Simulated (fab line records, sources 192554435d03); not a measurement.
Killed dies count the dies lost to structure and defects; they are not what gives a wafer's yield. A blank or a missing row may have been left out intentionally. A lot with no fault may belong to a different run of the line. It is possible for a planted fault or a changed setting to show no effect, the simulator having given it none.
Split-lot study    flow n5-finfet    21 wafers read across 7 lots, on a route 1938 steps long

== ON THE SPLIT ==
At N5_SDB_COAT_03 (time 60 s, resist thk 100 nm), the setting spin-rpm was moved away from the recipe's 1500 rpm on 6 of the 21 wafers read, by -6.2% to -4.2%. For the rest of the wafers, this setting stayed at what the recipe calls for.

== FROM THE SPLIT TO THE READING: what the file shows between them, 7 steps ==
- N5_SDB_COAT_04: time 60 s, resist thk 18 nm
- N5_SDB_COAT_05: resist thk 90 nm
- N5_SDB_DESCUM_16: chemistry O2, time 7.9 s
- N5_SDB_ETCH_17: etches SiARC in CF4, target depth 23.4 nm, time 39 s
- N5_SDB_ETCH_18: etches SOC in N2/H2, target depth 100 nm, overetch 20 nm, time 150 s
- N5_SDB_STRIP_19: strips in N2/H2
- N5_SDB_STRIP_21: strips in CF4

== THE READING ==
SOC_of_SDB_COAT_03.thk-nm (the simulator's own value, which no gauge read), in nm, at N5_SDB_HM_OPEN_20 (chemistry CH3F/O2, target SiNx, stops on poly-Si, target depth 24 nm). No usual value for it is given in the file. Here, 15 wafers ran the recipe; their average is 84.2 nm with a standard deviation of 0.46 nm.

wafer   tool, chamber at the split  spin-rpm as run, rpm  against the recipe  SOC_of_SDB_COAT_03.thk-nm, nm  against lot-mates on the recipe
L074.2  litho-track-04, 0           1433                  -4.5%               87                             no lot-mate on the recipe
L074.4  litho-track-04, 0           1433                  -4.5%               86.6                           no lot-mate on the recipe
L074.6  litho-track-04, 0           1433                  -4.5%               86.4                           no lot-mate on the recipe
L075.1  litho-track-04, 0           1500                  recipe              83.2                           -
L075.4  litho-track-04, 0           1500                  recipe              84.6                           -
L075.5  litho-track-04, 0           1500                  recipe              84                             -
L078.1  litho-track-01, 0           1437                  -4.2%               86.6                           +2.0
L078.3  litho-track-01, 0           1500                  recipe              85.2                           -
L078.6  litho-track-01, 0           1500                  recipe              84                             -
L089.1  litho-track-03, 0           1500                  recipe              84                             -
L089.3  litho-track-03, 0           1500                  recipe              83.8                           -
L089.4  litho-track-03, 0           1500                  recipe              84.8                           -
L090.4  litho-track-04, 0           1500                  recipe              84.4                           -
L090.5  litho-track-04, 0           1500                  recipe              84.4                           -
L090.6  litho-track-04, 0           1500                  recipe              84.2                           -
L091.2  litho-track-01, 0           1500                  recipe              84.4                           -
L091.3  litho-track-01, 0           1500                  recipe              84                             -
L091.4  litho-track-01, 0           1500                  recipe              84.2                           -
L096.1  litho-track-03, 0           1500                  recipe              83.8                           -
L096.3  litho-track-03, 0           1407                  -6.2%               87.6                           +3.8
L096.5  litho-track-03, 0           1407                  -6.2%               86.4                           +2.6

THE FIT
A straight line over all 21 wafers: SOC_of_SDB_COAT_03.thk-nm changes by -0.501 nm for each +1% of spin-rpm; r = -0.93; the points scatter about the line by 0.48 nm.
The same after taking each lot's own level away (the mean of its wafers on the recipe; 18 wafers): -0.509 nm for each +1%; r = -0.93; scatter 0.44 nm.
According to that fit, moving spin-rpm by its largest amount changes the reading by 3.2 nm.
Measured against the standard deviation above, the lots' own levels, which go from 83.80 to 84.60 nm, span 1.8 times it.
Hence the lot-to-lot level has little effect on the slope; both slopes agree.
Check: for one of the wafers moved furthest among these (-6.2%), held out of the fit, the line's prediction against its lot-mates is +2.71 nm. Against them it came out at +3.8 nm.

== THE OTHER SPLITS THESE WAFERS WENT THROUGH ==
Before the reading, these wafers also passed through other splits. Each is held against what the fit with the lots' levels taken away leaves over:
other split on the same wafers      wafers away from the commonest value  r with SOC_of_SDB_COAT_03.thk-nm (lot level and that fit taken away)
N5_FIN_CUT_COAT_29 spin-rpm         6                                     -0.28
N5_DUMMY_GATE_CVD_03 temp-c         15                                    +0.01
N5_DUMMY_GATE_COAT_28 spin-rpm      6                                     -0.04
N5_SD_EPI_N_PEB_07 peb-time-s       5                                     -0.27
N5_SD_EPI_N_ETCH_45 target-depth-a  8                                     +0.25

== THE WHOLE CHAIN: every reading that the file lists as answering this split, in the file's order ==
step               what it does                                                          reading                                                                     change (the file's fit)                r (the file's)
N5_SDB_COAT_03     time 60 s, resist thk 100 nm                                          SOC_of_SDB_COAT_03.thk-nm (the simulator's own value, which no gauge read)  -0.537 nm for each +1% of the setting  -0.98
N5_SDB_ETCH_18     etches SOC in N2/H2, target depth 100 nm, overetch 20 nm, time 150 s  etch.depth-nm (the simulator's own value, which no gauge read)              -0.539 nm for each +1% of the setting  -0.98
N5_SDB_HM_OPEN_20  chemistry CH3F/O2, target SiNx, stops on poly-Si, target depth 24 nm  SOC_of_SDB_COAT_03.thk-nm (the simulator's own value, which no gauge read)  -0.504 nm for each +1% of the setting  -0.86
N5_SDB_STRIP_22    strips in N2/H2                                                       strip-time-to-endpoint-s                                                    withheld for each +1% of the setting   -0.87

== THE FILE'S OWN FIT ==
SOC_of_SDB_COAT_03.thk-nm changes by -0.504 nm for each +1% of spin-rpm, r = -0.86.
